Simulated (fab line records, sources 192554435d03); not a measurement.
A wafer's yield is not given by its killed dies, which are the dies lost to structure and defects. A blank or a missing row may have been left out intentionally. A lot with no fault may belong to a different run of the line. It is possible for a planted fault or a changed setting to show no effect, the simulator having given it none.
Split-lot trial	flow n5Finfet	on a route of 1938 steps: 7 lots, 39 wafers read

== SPLIT DETAILS ==
At N5_WELL_APT_IMPLANT_14, the setting energyKev was moved away from the recipe's 160 on 18 of the 39 wafers read, by -11.2% to +10.0%. For the rest of the wafers, this setting stayed at what the recipe calls for.

The reading comes from the split's own step.

== THE READING ==
implant.drpNm (the simulator's own value, which no gauge read), in nm, at N5_WELL_APT_IMPLANT_14. There is no usual value for it anywhere in the file.

wafer	tool, chamber at the split	energyKev as run	against the recipe	implant.drpNm, nm	against lot-mates on the recipe
L075.1	implanter-02, 0	160	recipe	65.9	-
L075.2	implanter-02, 0	160	recipe	65.9	-
L075.6	implanter-02, 0	160	recipe	65.9	-
L075.3	implanter-02, 0	168.3	+5.2%	68.39	+2.49
L075.4	implanter-02, 0	168.3	+5.2%	68.39	+2.49
L075.5	implanter-02, 0	168.3	+5.2%	68.39	+2.49
L078.1	implanter-02, 0	160	recipe	65.9	-
L078.3	implanter-02, 0	160	recipe	65.9	-
L078.5	implanter-02, 0	160	recipe	65.9	-
L078.2	implanter-02, 0	167.3	+4.6%	68.09	+2.19
L078.4	implanter-02, 0	167.3	+4.6%	68.09	+2.19
L078.6	implanter-02, 0	167.3	+4.6%	68.09	+2.19
L081.1	implanter-02, 0	142.1	-11.2%	60.2	-5.70
L081.4	implanter-02, 0	142.1	-11.2%	60.2	-5.70
L081.6	implanter-02, 0	142.1	-11.2%	60.2	-5.70
L081.2	implanter-02, 0	160	recipe	65.9	-
L081.3	implanter-02, 0	160	recipe	65.9	-
L081.5	implanter-02, 0	160	recipe	65.9	-
L084.1	implanter-02, 0	160	recipe	65.9	-
L084.2	implanter-02, 0	160	recipe	65.9	-
L084.5	implanter-02, 0	160	recipe	65.9	-
L084.3	implanter-02, 0	169.3	+5.8%	68.69	+2.79
L084.4	implanter-02, 0	169.3	+5.8%	68.69	+2.79
L084.6	implanter-02, 0	169.3	+5.8%	68.69	+2.79
L089.1	implanter-02, 0	151.1	-5.6%	63.15	-2.75
L089.2	implanter-02, 0	151.1	-5.6%	63.15	-2.75
L089.4	implanter-02, 0	151.1	-5.6%	63.15	-2.75
L089.3	implanter-02, 0	160	recipe	65.9	-
L089.5	implanter-02, 0	160	recipe	65.9	-
L089.6	implanter-02, 0	160	recipe	65.9	-
L093.1	implanter-01, 0	160	recipe	65.9	-
L093.3	implanter-01, 0	160	recipe	65.9	-
L093.6	implanter-01, 0	160	recipe	65.9	-
L097.1	implanter-02, 0	176	+10.0%	70.71	+4.81
L097.3	implanter-02, 0	176	+10.0%	70.71	+4.81
L097.6	implanter-02, 0	176	+10.0%	70.71	+4.81
L097.2	implanter-02, 0	160	recipe	65.9	-
L097.4	implanter-02, 0	160	recipe	65.9	-
L097.5	implanter-02, 0	160	recipe	65.9	-

FIT RESULTS
A straight line over all 39 wafers: implant.drpNm changes by +0.494 nm for each +1% of energyKev; r = +1.00; the points scatter about the line by 0.058 nm.
The same after taking each lot's own level away (the mean of its wafers on the recipe; 39 wafers): +0.494 nm for each +1%; r = +1.00; scatter 0.058 nm.
The reading moves by 5.5 nm for the largest change in energyKev, on that fit.
The lots' own levels span 65.900 to 65.900 nm.
Consequently the slope shifts little with the lot-to-lot level, the two slopes agreeing.
Check: for one of the wafers moved furthest among these (-11.2%), held out of the fit, the line's prediction against its lot-mates is -5.53 nm. It came out at -5.7 nm against them.

== THE WHOLE CHAIN: every reading that the file lists as answering this split, in the file's order ==
step	what it does	reading	change (the file's fit)	r (the file's)
N5_WELL_APT_IMPLANT_14		implant.rpNm (the simulator's own value, which no gauge read)	+2.09 nm for each +1% of the setting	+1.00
N5_WELL_APT_IMPLANT_14		implant.drpNm (the simulator's own value, which no gauge read)	+0.493 nm for each +1% of the setting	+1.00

== FILE'S OWN FIT ==
implant.drpNm changes by +0.493 nm for each +1% of energyKev, r = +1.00.
